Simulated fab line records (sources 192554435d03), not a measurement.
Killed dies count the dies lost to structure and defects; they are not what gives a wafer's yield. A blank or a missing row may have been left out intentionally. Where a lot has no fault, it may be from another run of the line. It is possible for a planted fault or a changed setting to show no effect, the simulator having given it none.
fab line records    flow n5-finfet
[record] lots = 24  wafers = 72  last-day = 20
route steps=1938 shown BEOL_M2@911 BEOL_M3@932
lots untouched by any fault: they come from a run of this same line in which no faults occurred
start-h: the number of hours between the record's first day and the start of the first shown wafer of the lot    wait-h: hours elapsed since this lot's preceding step    " repeats the value in the row above    L1.1+2: one row covering several wafers at once    - either no value or no given start    * or withheld: withheld    < > ~ a bound
route shown NAME@n: a module of which the file shows steps, and the number in the route of the first    usual: average and standard deviation across the fault-free wafers    same: alike in all rows    chamber/n: place in a boat    sites: per-site readings    _std_site: the values' standard deviation    _edge_site: mean of outer sites minus mean of inner sites    radius-mm: how far each site lies from the wafer's centre    mask NAME#n: copy n    behind: the last tool/chamber to shape the wafer    hold: the reason the lot was held/the length of the hold in hours/how it ended    device: names the non-switching transistor (n, p or np)    end of line: the route-end tests of the same wafers    step lacking rows: just its recipe    killed: the dies lost at the first sort to structure and to defects; this is not the yield of the wafer    map: the dies of a wafer, with x for killed, . for not killed, _ for no die there
set.NAME: setting as actually run; set.NAME@STEP: the setting as run at that earlier step    model.NAME: the simulator's own value behind a step, which no gauge read
route steps across a sampled set of lots; one table per step, one row per wafer
services: from which hour (start-h, from the record's first day; less than 0 if before it) a tool's chamber was out of use, for how many hours, and why
[[steps]]
[step N5_BEOL_M2_ANNEAL_87]
[recipe] temp-c = 400  time-s = 240  ambient = vacuum
[usual] heater-power-w = 839/110  susceptor_temp_C_max = 400.9/0.35
lot.wafer  tool            chamber  start-h  wait-h  heater-power-w  susceptor_temp_C_max
L076.3     pvd-sputter-01  -        171.53   0.0     873             400.5
L076.4     "               -        "        "       800             401.1
L076.5     "               -        "        "       715             400.8
L078.1     pvd-sputter-03  -        171.75   0.0     802             400.8
L078.3     "               -        "        "       849             400.9
L078.5     "               -        "        "       713             401.0
L074.2     pvd-sputter-01  -        173.37   0.0     778             401.8
L074.3     "               -        "        "       884             401.1
L074.4     "               -        "        "       804             400.1
L077.3     pvd-sputter-03  -        173.59   0.0     690             400.9
L077.4     "               -        "        "       790             400.8
L077.5     "               -        "        "       850             401.1
L075.1     pvd-sputter-01  -        176.57   0.0     734             400.7
L075.4     "               -        "        "       789             400.8
L075.5     "               -        "        "       725             400.6
L079.3     pvd-sputter-01  -        183.83   0.0     785             400.9
L079.4     "               -        "        "       732             400.7
L079.6     "               -        "        "       704             400.5
L080.2     pvd-sputter-01  -        186.09   0.0     869             400.3
L080.4     "               -        "        "       816             400.3
L080.6     "               -        "        "       884             400.5
L081.2     pvd-sputter-03  -        194.20   0.0     1079            400.6
L081.3     "               -        "        "       870             401.4
L081.5     "               -        "        "       803             401.2
L082.1     pvd-sputter-03  -        201.52   0.0     1047            401.0
L082.4     "               -        "        "       718             401.1
L082.6     "               -        "        "       696             401.2
L083.1     pvd-sputter-02  -        203.24   0.0     795             400.5
L083.2     "               -        "        "       1052            400.7
L083.6     "               -        "        "       1087            400.6
L086.2     pvd-sputter-02  -        238.35   0.0     742             401.0
L086.3     "               -        "        "       1096            400.8
L086.4     "               -        "        "       893             400.8
L084.2     pvd-sputter-01  -        247.08   0.0     728             400.8
L084.4     "               -        "        "       893             401.0
L084.5     "               -        "        "       800             400.9
L085.1     pvd-sputter-03  -        249.92   0.0     856             400.8
L085.3     "               -        "        "       701             401.0
L085.6     "               -        "        "       682             400.2
L087.3     pvd-sputter-03  -        253.30   0.0     1093            400.5
L087.4     "               -        "        "       785             400.9
L087.5     "               -        "        "       1051            400.5
L088.3     pvd-sputter-03  -        256.92   0.0     807             400.7
L088.5     "               -        "        "       700             400.5
L088.6     "               -        "        "       801             400.2
L089.1     pvd-sputter-01  -        257.14   0.0     793             401.4
L089.3     "               -        "        "       881             400.9
L089.4     "               -        "        "       804             400.7
L090.1     pvd-sputter-02  -        260.19   0.0     745             400.7
L090.2     "               -        "        "       813             401.0
L090.6     "               -        "        "       811             401.1
L091.3     pvd-sputter-02  -        265.27   0.0     886             401.0
L091.4     "               -        "        "       1075            400.8
L091.5     "               -        "        "       885             401.0
L093.3     pvd-sputter-03  -        271.80   0.0     856             400.7
L093.5     "               -        "        "       1060            400.7
L093.6     "               -        "        "       833             401.5
L092.1     pvd-sputter-03  -        273.64   0.0     688             400.1
L092.3     "               -        "        "       1060            400.7
L092.6     "               -        "        "       1048            400.8
L094.2     pvd-sputter-02  -        280.18   0.0     781             401.0
L094.3     "               -        "        "       1069            401.1
L094.6     "               -        "        "       802             400.8
L095.1     pvd-sputter-01  -        285.04   0.0     812             400.7
L095.2     "               -        "        "       803             401.4
L095.3     "               -        "        "       891             401.5
L096.1     pvd-sputter-03  -        285.13   0.0     806             401.0
L096.2     "               -        "        "       1058            400.8
L096.4     "               -        "        "       875             400.7
L097.3     pvd-sputter-01  -        302.50   0.0     863             401.4
L097.5     "               -        "        "       807             400.5
L097.6     "               -        "        "       731             401.2
[step N5_BEOL_M2_THK_MEAS_53]
[recipe] thk-meas-gauge = xrf  reads = Cu_of_BEOL_M2_ECD_50
[usual] M2_THK = 39.6/1.7
lot.wafer  tool           chamber  start-h  wait-h  M2_THK[nm]
L076.3     film-metro-01  -        173.34   -       40.2
L076.4     "              -        "        "       42.0
L076.5     "              -        "        "       41.1
L078.1     film-metro-02  -        173.57   -       38.0
L078.3     "              -        "        "       36.7
L078.5     "              -        "        "       37.9
L074.2     film-metro-02  -        175.18   -       39.3
L074.3     "              -        "        "       42.8
L074.4     "              -        "        "       39.6
L077.3     film-metro-02  -        175.46   -       38.5
L077.4     "              -        "        "       37.8
L077.5     "              -        "        "       40.1
L075.1     film-metro-02  -        178.44   -       39.2
L075.4     "              -        "        "       38.0
L075.5     "              -        "        "       38.5
L079.3     film-metro-02  -        185.64   -       39.3
L079.4     "              -        "        "       38.3
L079.6     "              -        "        "       39.1
L080.2     film-metro-02  -        187.90   -       41.8
L080.4     "              -        "        "       39.4
L080.6     "              -        "        "       41.4
L081.2     film-metro-01  -        196.01   -       40.6
L081.3     "              -        "        "       39.6
L081.5     "              -        "        "       40.3
L082.1     film-metro-02  -        203.34   -       42.1
L082.4     "              -        "        "       41.8
L082.6     "              -        "        "       42.6
L083.1     film-metro-01  -        205.05   -       37.5
L083.2     "              -        "        "       39.7
L083.6     "              -        "        "       38.8
L086.2     film-metro-01  -        240.16   -       40.2
L086.3     "              -        "        "       40.1
L086.4     "              -        "        "       39.7
L084.2     film-metro-01  -        248.97   -       38.7
L084.4     "              -        "        "       40.8
L084.5     "              -        "        "       40.7
L085.1     film-metro-02  -        251.72   -       39.0
L085.3     "              -        "        "       41.9
L085.6     "              -        "        "       39.7
L087.3     film-metro-02  -        255.10   -       39.8
L087.4     "              -        "        "       40.3
L087.5     "              -        "        "       42.9
L088.3     film-metro-01  -        258.72   -       40.5
L088.5     "              -        "        "       38.0
L088.6     "              -        "        "       41.3
L089.1     film-metro-01  -        258.96   -       37.3
L089.3     "              -        "        "       37.3
L089.4     "              -        "        "       35.9
L090.1     film-metro-02  -        262.00   -       41.0
L090.2     "              -        "        "       36.9
L090.6     "              -        "        "       41.0
L091.3     film-metro-01  -        267.08   -       38.9
L091.4     "              -        "        "       40.6
L091.5     "              -        "        "       39.9
L093.3     film-metro-01  -        273.78   -       39.9
L093.5     "              -        "        "       40.0
L093.6     "              -        "        "       40.6
L092.1     film-metro-02  -        275.45   -       41.7
L092.3     "              -        "        "       39.7
L092.6     "              -        "        "       37.2
L094.2     film-metro-01  -        281.99   -       42.3
L094.3     "              -        "        "       38.4
L094.6     "              -        "        "       41.5
L095.1     film-metro-02  -        286.84   -       38.9
L095.2     "              -        "        "       39.4
L095.3     "              -        "        "       36.4
L096.1     film-metro-01  -        286.95   -       41.1
L096.2     "              -        "        "       41.9
L096.4     "              -        "        "       38.8
L097.3     film-metro-02  -        304.31   -       39.0
L097.5     "              -        "        "       36.3
L097.6     "              -        "        "       40.1
[step N5_BEOL_M2_PRE_CLEAN_60]
[recipe] gas = NH3/H2  time-s = 15  temp-c = *  rf-power-w = 300
[usual] heater-power-w = 104/10
lot.wafer  tool       chamber  start-h  wait-h  heater-power-w
L076.3     cvd-co-01  0        173.38   0.0     98
L076.4     "          1        "        "       107
L076.5     "          2        "        "       105
L078.1     cvd-co-02  0        173.60   0.0     121
L078.3     "          1        "        "       93
L078.5     "          0        "        "       118
L074.2     cvd-co-01  2        175.22   0.0     104
L074.3     "          1        "        "       109
L074.4     "          2        "        "       108
L077.3     cvd-co-01  0        175.50   0.0     99
L077.4     "          0        "        "       96
L077.5     "          1        "        "       110
L075.1     cvd-co-02  2        178.48   0.0     92
L075.4     "          1        "        "       93
L075.5     "          2        "        "       93
L079.3     cvd-co-02  2        185.68   0.0     94
L079.4     "          1        "        "       95
L079.6     "          0        "        "       119
L080.2     cvd-co-02  2        187.94   0.0     91
L080.4     "          0        "        "       120
L080.6     "          2        "        "       95
L081.2     cvd-co-01  0        196.04   0.0     97
L081.3     "          1        "        "       107
L081.5     "          0        "        "       98
L082.1     cvd-co-01  2        203.38   0.0     105
L082.4     "          2        "        "       109
L082.6     "          0        "        "       95
L083.1     cvd-co-01  1        205.08   0.0     106
L083.2     "          2        "        "       107
L083.6     "          1        "        "       106
L086.2     cvd-co-01  2        240.21   0.1     109
L086.3     "          1        "        "       106
L086.4     "          2        "        "       105
L084.2     cvd-co-02  0        249.01   0.0     121
L084.4     "          1        "        "       96
L084.5     "          0        "        "       125
L085.1     cvd-co-01  2        251.76   0.0     101
L085.3     "          0        "        "       96
L085.6     "          0        "        "       99
L087.3     cvd-co-02  0        255.14   0.0     122
L087.4     "          1        "        "       95
L087.5     "          2        "        "       93
L088.3     cvd-co-02  1        258.76   0.0     95
L088.5     "          0        "        "       124
L088.6     "          1        "        "       97
L089.1     cvd-co-01  1        259.00   0.0     105
L089.3     "          0        "        "       95
L089.4     "          1        "        "       109
L090.1     cvd-co-02  1        262.04   0.0     97
L090.2     "          0        "        "       119
L090.6     "          1        "        "       98
L091.3     cvd-co-02  0        267.12   0.0     122
L091.4     "          2        "        "       96
L091.5     "          1        "        "       95
L093.3     cvd-co-02  2        273.82   0.0     94
L093.5     "          0        "        "       123
L093.6     "          2        "        "       98
L092.1     cvd-co-02  1        275.49   0.0     95
L092.3     "          0        "        "       126
L092.6     "          1        "        "       94
L094.2     cvd-co-02  2        282.03   0.0     97
L094.3     "          1        "        "       95
L094.6     "          1        "        "       96
L095.1     cvd-co-02  0        286.88   0.0     120
L095.2     "          2        "        "       94
L095.3     "          1        "        "       97
L096.1     cvd-co-01  0        286.99   0.0     99
L096.2     "          1        "        "       109
L096.4     "          0        "        "       98
L097.3     cvd-co-01  2        304.35   0.0     108
L097.5     "          1        "        "       106
L097.6     "          2        "        "       108
[step N5_BEOL_M3_THK_MEAS_01]
[recipe] reads = SiOC_of_BEOL_M3_ILD_DEP_00
[usual] M3_ILD_THK = 79.0/1.1
lot.wafer  tool           chamber  start-h  wait-h  M3_ILD_THK[nm]
L076.3     film-metro-02  -        173.75   0.1     81.0
L076.4     "              -        "        "       80.2
L076.5     "              -        "        "       80.7
L078.1     film-metro-01  -        173.97   0.1     78.3
L078.3     "              -        "        "       79.0
L078.5     "              -        "        "       79.1
L074.2     film-metro-01  -        175.59   0.1     80.2
L074.3     "              -        "        "       81.5
L074.4     "              -        "        "       80.0
L077.3     film-metro-01  -        175.87   0.1     79.3
L077.4     "              -        "        "       80.3
L077.5     "              -        "        "       78.5
L075.1     film-metro-01  -        178.86   0.0     77.9
L075.4     "              -        "        "       78.0
L075.5     "              -        "        "       79.1
L079.3     film-metro-01  -        186.06   0.1     78.4
L079.4     "              -        "        "       78.7
L079.6     "              -        "        "       79.2
L080.2     film-metro-01  -        188.31   0.1     78.1
L080.4     "              -        "        "       79.9
L080.6     "              -        "        "       79.3
L081.2     film-metro-02  -        196.44   0.1     77.4
L081.3     "              -        "        "       78.5
L081.5     "              -        "        "       79.9
L082.1     film-metro-01  -        203.73   0.0     78.9
L082.4     "              -        "        "       80.5
L082.6     "              -        "        "       79.4
L083.1     film-metro-01  -        205.44   0.0     78.5
L083.2     "              -        "        "       78.5
L083.6     "              -        "        "       80.2
L086.2     film-metro-02  -        240.56   0.1     79.5
L086.3     "              -        "        "       78.3
L086.4     "              -        "        "       80.7
L084.2     film-metro-02  -        249.38   0.1     79.0
L084.4     "              -        "        "       80.2
L084.5     "              -        "        "       80.1
L085.1     film-metro-02  -        252.12   0.0     79.6
L085.3     "              -        "        "       79.5
L085.6     "              -        "        "       80.8
L087.3     film-metro-01  -        255.50   0.1     78.3
L087.4     "              -        "        "       81.0
L087.5     "              -        "        "       79.9
L088.3     film-metro-01  -        259.12   0.1     78.2
L088.5     "              -        "        "       79.7
L088.6     "              -        "        "       79.8
L089.1     film-metro-02  -        259.41   0.0     77.1
L089.3     "              -        "        "       78.1
L089.4     "              -        "        "       78.9
L090.1     film-metro-02  -        262.39   0.0     77.5
L090.2     "              -        "        "       78.5
L090.6     "              -        "        "       79.1
L091.3     film-metro-01  -        267.47   0.1     78.8
L091.4     "              -        "        "       79.3
L091.5     "              -        "        "       78.9
L093.3     film-metro-01  -        274.19   0.1     76.9
L093.5     "              -        "        "       77.8
L093.6     "              -        "        "       78.7
L092.1     film-metro-01  -        275.85   0.1     79.6
L092.3     "              -        "        "       78.0
L092.6     "              -        "        "       79.8
L094.2     film-metro-02  -        282.39   0.1     77.3
L094.3     "              -        "        "       77.9
L094.6     "              -        "        "       78.2
L095.1     film-metro-02  -        287.23   0.0     78.5
L095.2     "              -        "        "       78.8
L095.3     "              -        "        "       76.9
L096.1     film-metro-02  -        287.39   0.1     77.7
L096.2     "              -        "        "       79.1
L096.4     "              -        "        "       80.2
L097.3     film-metro-01  -        304.74   0.1     76.6
L097.5     "              -        "        "       78.8
L097.6     "              -        "        "       78.2
[step N5_BEOL_M3_PECVD_72]
[recipe] material = SiO2  target-thk-a = 160  temp-c = 400  precursor = TEOS/O2  pressure-torr = 5.5  rf-w = 450  teos-flow-sccm = 53.8  gas = O2  flow-sccm = 3000  time-s = 18
[usual] chamber-pressure-Torr = 5.498/0.011  heater-power-w = 687/69  showerhead-plenum-p-Torr = 8.75/0.063  throttle-valve-pct = 22.0/1.3
lot.wafer  tool      chamber  start-h  wait-h  chamber-pressure-Torr  heater-power-w  showerhead-plenum-p-Torr  throttle-valve-pct
L076.3     pecvd-04  1        173.80   0.1     5.482                  630             8.82                      21.7
L076.4     "         0        "        "       5.500                  624             8.77                      23.3
L076.5     "         0        "        "       5.507                  625             8.79                      23.4
L078.1     pecvd-04  0        174.01   0.0     5.487                  571             8.78                      23.3
L078.3     "         0        "        "       5.482                  574             8.77                      23.2
L078.5     "         0        "        "       5.472                  571             8.80                      23.3
L074.2     pecvd-04  0        175.62   0.0     5.495                  621             8.82                      23.0
L074.3     "         0        "        "       5.512                  613             8.77                      23.6
L074.4     "         1        "        "       5.506                  689             8.85                      21.1
L077.3     pecvd-01  2        175.91   0.0     5.491                  669             8.72                      22.8
L077.4     "         1        "        "       5.474                  709             8.65                      21.0
L077.5     "         2        "        "       5.490                  664             8.72                      22.9
L075.1     pecvd-01  0        178.90   0.0     5.500                  774             8.79                      23.0
L075.4     "         1        "        "       5.506                  695             8.62                      21.5
L075.5     "         2        "        "       5.497                  684             8.73                      22.8
L079.3     pecvd-01  1        186.10   0.0     5.495                  767             8.63                      21.1
L079.4     "         1        "        "       5.499                  801             8.63                      21.1
L079.6     "         0        "        "       5.494                  689             8.81                      23.3
L080.2     pecvd-01  2        188.34   0.0     5.506                  581             8.73                      22.9
L080.4     "         0        "        "       5.504                  737             8.80                      23.5
L080.6     "         2        "        "       5.493                  561             8.74                      22.7
L081.2     pecvd-03  0        196.48   0.0     5.508                  693             8.79                      23.8
L081.3     "         2        "        "       5.507                  709             8.82                      19.8
L081.5     "         2        "        "       5.519                  701             8.81                      20.0
L082.1     pecvd-01  0        203.77   0.0     5.489                  821             8.77                      23.6
L082.4     "         1        "        "       5.510                  741             8.63                      21.0
L082.6     "         1        "        "       5.490                  745             8.63                      21.0
L083.1     pecvd-04  1        205.47   0.0     5.498                  770             8.81                      21.1
L083.2     "         2        "        "       5.484                  728             8.72                      20.8
L083.6     "         1        "        "       5.508                  767             8.83                      21.4
L086.2     pecvd-03  1        240.60   0.0     5.502                  754             8.72                      21.6
L086.3     "         0        "        "       5.529                  637             8.77                      24.0
L086.4     "         2        "        "       5.485                  733             8.84                      19.8
L084.2     pecvd-03  1        249.41   0.0     5.510                  674             8.71                      21.8
L084.4     "         1        "        "       5.497                  671             8.74                      21.4
L084.5     "         2        "        "       5.489                  758             8.84                      19.8
L085.1     pecvd-01  2        252.15   0.0     5.508                  548             8.69                      21.6
L085.3     "         1        "        "       5.485                  662             8.66                      21.0
L085.6     "         1        "        "       5.492                  630             8.62                      21.0
L087.3     pecvd-01  2        255.53   0.0     5.490                  668             8.71                      21.5
L087.4     "         1        "        "       5.501                  715             8.65                      21.0
L087.5     "         2        "        "       5.492                  658             8.72                      21.6
L088.3     pecvd-01  1        259.15   0.0     5.479                  765             8.63                      21.0
L088.5     "         1        "        "       5.486                  791             8.63                      21.2
L088.6     "         0        "        "       5.504                  664             8.78                      23.3
L089.1     pecvd-01  2        259.45   0.0     5.500                  587             8.70                      21.7
L089.3     "         1        "        "       5.499                  780             8.62                      20.9
L089.4     "         1        "        "       5.503                  780             8.64                      21.1
L090.1     pecvd-03  2        262.43   0.0     5.503                  726             8.81                      19.9
L090.2     "         1        "        "       5.495                  709             8.74                      21.6
L090.6     "         1        "        "       5.488                  733             8.75                      21.7
L091.3     pecvd-03  1        267.51   0.0     5.503                  788             8.75                      21.6
L091.4     "         2        "        "       5.498                  734             8.81                      19.7
L091.5     "         0        "        "       5.524                  693             8.78                      24.0
L093.3     pecvd-01  2        274.22   0.0     5.502                  585             8.71                      21.6
L093.5     "         1        "        "       5.509                  726             8.62                      21.0
L093.6     "         2        "        "       5.505                  592             8.69                      21.7
L092.1     pecvd-03  0        275.89   0.0     5.508                  620             8.81                      23.8
L092.3     "         2        "        "       5.504                  687             8.80                      19.7
L092.6     "         0        "        "       5.492                  613             8.79                      23.7
L094.2     pecvd-03  1        282.42   0.0     5.486                  717             8.73                      21.7
L094.3     "         2        "        "       5.495                  777             8.81                      19.9
L094.6     "         1        "        "       5.498                  730             8.72                      21.6
L095.1     pecvd-04  2        287.27   0.0     5.479                  691             8.74                      20.9
L095.2     "         1        "        "       5.493                  669             8.79                      21.3
L095.3     "         0        "        "       5.520                  523             8.80                      23.4
L096.1     pecvd-03  1        287.43   0.0     5.502                  718             8.73                      21.7
L096.2     "         0        "        "       5.479                  611             8.79                      24.1
L096.4     "         2        "        "       5.509                  660             8.81                      20.0
L097.3     pecvd-01  1        304.77   0.0     5.511                  785             8.65                      21.0
L097.5     "         1        "        "       5.504                  768             8.65                      21.2
L097.6     "         0        "        "       5.509                  753             8.80                      23.6
[step N5_BEOL_M3_ETCHBACK_99]
[recipe] chemistry = CHF3  target = SiO2  target-depth-a = 50  time-s = 10.4  source-w = 215  bias-w = 47  Ar_flow_sccm = 200  CHF3_flow_sccm = 12  ion-energy-ev = 100  pressure-mtorr = 30
[usual] chamber-pressure-mTorr = 29.995/0.025  drypump-motor-current-A = 5.7/0.48  oes-product-au = 0.79/0.076  rf-vpp-V = 239/4.9  showerhead-plenum-p-Torr = 2.15/0.058  throttle-valve-pct = 17.15/0.18
lot.wafer  tool         chamber  start-h  wait-h  chamber-pressure-mTorr  drypump-motor-current-A  oes-product-au  rf-hours-counter-h  rf-vpp-V  showerhead-plenum-p-Torr  throttle-valve-pct
L076.3     rie-diel-05  3        189.55   13.1    30.005                  5.0                      0.87            43                  236       2.11                      16.96
L076.4     "            1        "        "       29.999                  5.9                      0.89            52                  240       2.28                      17.23
L076.5     "            3        "        "       29.978                  5.0                      0.88            -                   236       2.11                      16.96
L078.1     rie-diel-01  2        192.18   15.6    29.956                  5.1                      0.86            50                  239       2.18                      16.82
L078.3     "            0        "        "       30.035                  6.1                      0.69            248                 253       2.22                      17.58
L078.5     "            0        "        "       29.994                  6.1                      0.70            -                   252       2.22                      17.59
L074.2     rie-diel-04  0        192.32   13.3    29.955                  5.8                      0.69            221                 244       2.12                      17.30
L074.3     "            1        "        "       29.959                  5.7                      0.85            60                  239       2.09                      17.05
L074.4     "            2        "        "       30.021                  5.5                      0.76            133                 230       2.08                      16.98
L077.3     rie-diel-04  2        196.47   17.0    30.001                  5.5                      0.76            134                 230       2.08                      16.97
L077.4     "            1        "        "       29.979                  5.7                      0.84            61                  238       2.09                      17.05
L077.5     "            0        "        "       30.005                  5.8                      0.69            -                   243       2.12                      17.31
L075.1     rie-diel-01  2        201.78   17.9    30.000                  5.1                      0.85            54                  240       2.18                      16.84
L075.4     "            3        "        "       29.998                  6.3                      0.88            -                   237       2.13                      17.16
L075.5     "            1        "        "       30.029                  6.2                      0.71            -                   238       2.20                      16.94
L080.2     rie-diel-01  2        204.98   13.0    30.005                  5.1                      0.85            55                  239       2.18                      16.84
L080.4     "            1        "        "       30.017                  6.2                      0.71            -                   240       2.20                      16.96
L080.6     "            2        "        "       29.960                  5.1                      0.85            -                   239       2.18                      16.84
L079.3     rie-diel-05  1        207.76   18.9    29.999                  5.9                      0.87            58                  238       2.28                      17.24
L079.4     "            3        "        "       29.952                  5.0                      0.85            48                  237       2.11                      16.95
L079.6     "            2        "        "       29.949                  5.5                      0.77            -                   236       2.09                      17.23
L081.2     rie-diel-01  1        215.28   16.1    29.974                  6.2                      0.71            213                 239       2.19                      16.97
L081.3     "            2        "        "       29.986                  5.1                      0.83            59                  239       2.18                      16.82
L081.5     "            2        "        "       30.003                  5.1                      0.83            -                   239       2.18                      16.84
L082.1     rie-diel-04  2        219.98   12.6    30.032                  5.5                      0.76            142                 230       2.08                      17.01
L082.4     "            3        "        "       30.037                  5.8                      0.70            233                 242       2.14                      17.55
L082.6     "            1        "        "       29.981                  5.7                      0.84            -                   239       2.09                      17.04
L083.1     rie-diel-05  3        220.02   11.9    30.002                  4.9                      0.85            51                  235       2.11                      16.97
L083.2     "            0        "        "       30.010                  4.7                      0.71            204                 238       2.21                      17.25
L083.6     "            2        "        "       30.008                  5.5                      0.76            -                   236       2.08                      17.21
L086.2     rie-diel-04  2        255.55   8.4     29.948                  5.5                      0.75            152                 228       2.07                      17.02
L086.3     "            0        "        "       30.017                  5.8                      0.68            241                 243       2.12                      17.35
L086.4     "            0        "        "       30.011                  5.8                      0.68            -                   243       2.12                      17.36
L084.2     rie-diel-01  1        266.27   13.3    30.010                  6.1                      0.70            226                 239       2.19                      16.98
L084.4     "            0        "        "       30.030                  6.1                      0.92            -                   252       2.21                      17.17
L084.5     "            3        "        "       29.993                  6.3                      0.85            -                   238       2.12                      17.19
L085.1     rie-diel-01  1        269.42   12.7    30.014                  6.1                      0.71            228                 240       2.19                      17.00
L085.3     "            3        "        "       29.977                  6.3                      0.85            56                  237       2.12                      17.19
L085.6     "            1        "        "       29.997                  6.2                      0.70            -                   241       2.19                      16.99
L087.3     rie-diel-01  1        272.89   14.9    29.990                  6.1                      0.70            229                 241       2.19                      17.01
L087.4     "            1        "        "       30.008                  6.1                      0.70            -                   241       2.19                      16.99
L087.5     "            0        "        "       29.994                  6.1                      0.92            -                   251       2.21                      17.18
L088.3     rie-diel-05  1        274.61   11.9    30.022                  5.9                      0.84            82                  240       2.27                      17.28
L088.5     "            3        "        "       30.023                  4.9                      0.84            -                   235       2.10                      16.99
L088.6     "            2        "        "       29.986                  5.5                      0.74            -                   237       2.08                      17.26
L089.1     rie-diel-04  1        277.60   13.9    30.004                  5.7                      0.82            90                  238       2.08                      17.07
L089.3     "            3        "        "       29.963                  5.8                      0.70            246                 242       2.14                      17.57
L089.4     "            2        "        "       29.988                  5.5                      0.75            160                 229       2.07                      17.04
L091.3     rie-diel-04  2        277.98   7.9     29.930                  5.5                      0.74            160                 228       2.07                      17.02
L091.4     "            1        "        "       29.949                  5.7                      0.82            -                   239       2.08                      17.08
L091.5     "            2        "        "       30.013                  5.5                      0.75            -                   229       2.07                      17.05
L090.1     rie-diel-04  3        283.23   18.4    30.008                  5.8                      0.69            249                 244       2.14                      17.56
L090.2     "            2        "        "       30.026                  5.5                      0.74            163                 230       2.07                      17.03
L090.6     "            1        "        "       30.044                  5.7                      0.82            -                   240       2.08                      17.11
L093.3     rie-diel-05  3        286.36   9.5     29.987                  5.0                      0.82            69                  236       2.10                      17.00
L093.5     "            0        "        "       30.014                  4.7                      0.70            -                   238       2.20                      17.30
L093.6     "            1        "        "       30.014                  5.9                      0.84            -                   239       2.27                      17.30
L092.1     rie-diel-01  1        289.79   8.5     29.952                  6.2                      0.70            234                 239       2.19                      17.00
L092.3     "            0        "        "       30.002                  6.1                      0.91            20                  252       2.21                      17.18
L092.6     "            1        "        "       30.022                  6.1                      0.71            -                   240       2.19                      16.99
L094.2     rie-diel-01  2        291.35   6.4     29.989                  5.1                      0.82            73                  240       2.17                      16.86
L094.3     "            1        "        "       29.987                  6.1                      0.69            234                 242       2.19                      17.01
L094.6     "            0        "        "       30.014                  6.1                      0.91            -                   251       2.21                      17.18
L095.1     rie-diel-01  3        303.81   14.6    30.014                  6.3                      0.84            66                  237       2.12                      17.21
L095.2     "            2        "        "       30.014                  5.2                      0.82            76                  238       2.17                      16.86
L095.3     "            1        "        "       29.951                  6.2                      0.69            238                 240       2.19                      17.01
L096.1     rie-diel-05  2        307.55   15.6    30.003                  5.5                      0.74            179                 236       2.07                      17.27
L096.2     "            0        "        "       29.999                  4.7                      0.69            234                 238       2.20                      17.31
L096.4     "            1        "        "       30.015                  5.9                      0.83            91                  239       2.27                      17.30
L097.3     rie-diel-05  2        339.29   32.0    30.011                  5.5                      0.73            187                 238       2.07                      17.29
L097.5     "            0        "        "       29.979                  4.7                      0.68            -                   237       2.20                      17.34
L097.6     "            3        "        "       29.969                  5.0                      0.82            -                   236       2.09                      17.02
[[services]]
tool         chamber  start-h  hours  kind
pecvd-04     1        148.95   6.2    repair
pecvd-01     -        152.19   0.9    repair
rie-diel-01  3        160.50   4.9    repair
cvd-co-02    -        161.23   4.8    repair
pecvd-03     -        162.54   6.0    pm
pecvd-03     -        171.17   5.5    pm
pecvd-01     2        202.38   -      clean
pecvd-01     2        202.38   -      consumable-replace:showerhead
pecvd-01     2        202.38   29.0   scheduled-down
pecvd-01     2        202.38   29.0   vent-cycle
pecvd-03     -        208.14   1.6    repair
cvd-co-02    -        209.89   6.7    repair
cvd-co-02    -        216.64   2.8    pm
rie-diel-04  2        222.58   4.9    repair
rie-diel-05  -        223.92   0.2    repair
pecvd-01     -        236.93   14.6   pm
rie-diel-01  -        240.37   5.9    repair
rie-diel-01  2        252.91   26.0   repair
rie-diel-01  -        253.32   6.4    repair
pecvd-01     -        266.95   2.8    pm
pecvd-01     1        278.52   4.2    repair
pecvd-01     2        284.94   19.7   repair
pecvd-04     -        296.71   4.4    repair
rie-diel-01  0        301.70   3.2    repair
[[key]]
fault none
